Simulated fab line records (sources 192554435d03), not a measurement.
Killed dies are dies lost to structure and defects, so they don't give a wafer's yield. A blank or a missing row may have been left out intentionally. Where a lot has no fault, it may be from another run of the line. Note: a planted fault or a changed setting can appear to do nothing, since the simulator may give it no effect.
Matching of chambers -- flow n5-finfet -- N5_BEOL_M11_STRIP_36 on rie-diel-01 has 3 sister chambers
The step strips in N2/H2. 3 wafers are shown with their chamber, then 6 later ones without.

WAFERS, EACH WITH ITS CHAMBER
wafer,chamber,showerhead-plenum-p-Torr (Torr)
L083.1,2,2.50
L083.5,0,2.55
L089.1,3,2.43

WAFERS WITHOUT THEIR CHAMBER
wafer,showerhead-plenum-p-Torr (Torr)
L089.2,2.55
L089.5,2.43
L094.1,2.55
L094.2,2.43
L096.2,2.43
L096.3,2.54

CHAMBER TAKEN BY EACH
wafer,from the rows above,in truth
L089.2,0,0
L089.5,3,3
L094.1,0,0
L094.2,3,3
L096.2,3,3
L096.3,0,0
Correct placement for 6 of the 6. Not placeable from these rows: 0. Number placed wrongly: 0.
How it was worked out, from the rows above alone: a wafer's distance from a chamber is the root of the sum, over the readings, of the square of ((its reading less the chamber's mean) divided by the reading's scatter). If the next closest chamber is less than 2 further off than the closest, the wafer can't be placed; otherwise it belongs to the closest. Each chamber's mean is taken over the wafers shown for it. The scatter: root of mean squared gap, hidden wafer to nearest shown wafer, with one shown wafer a chamber.
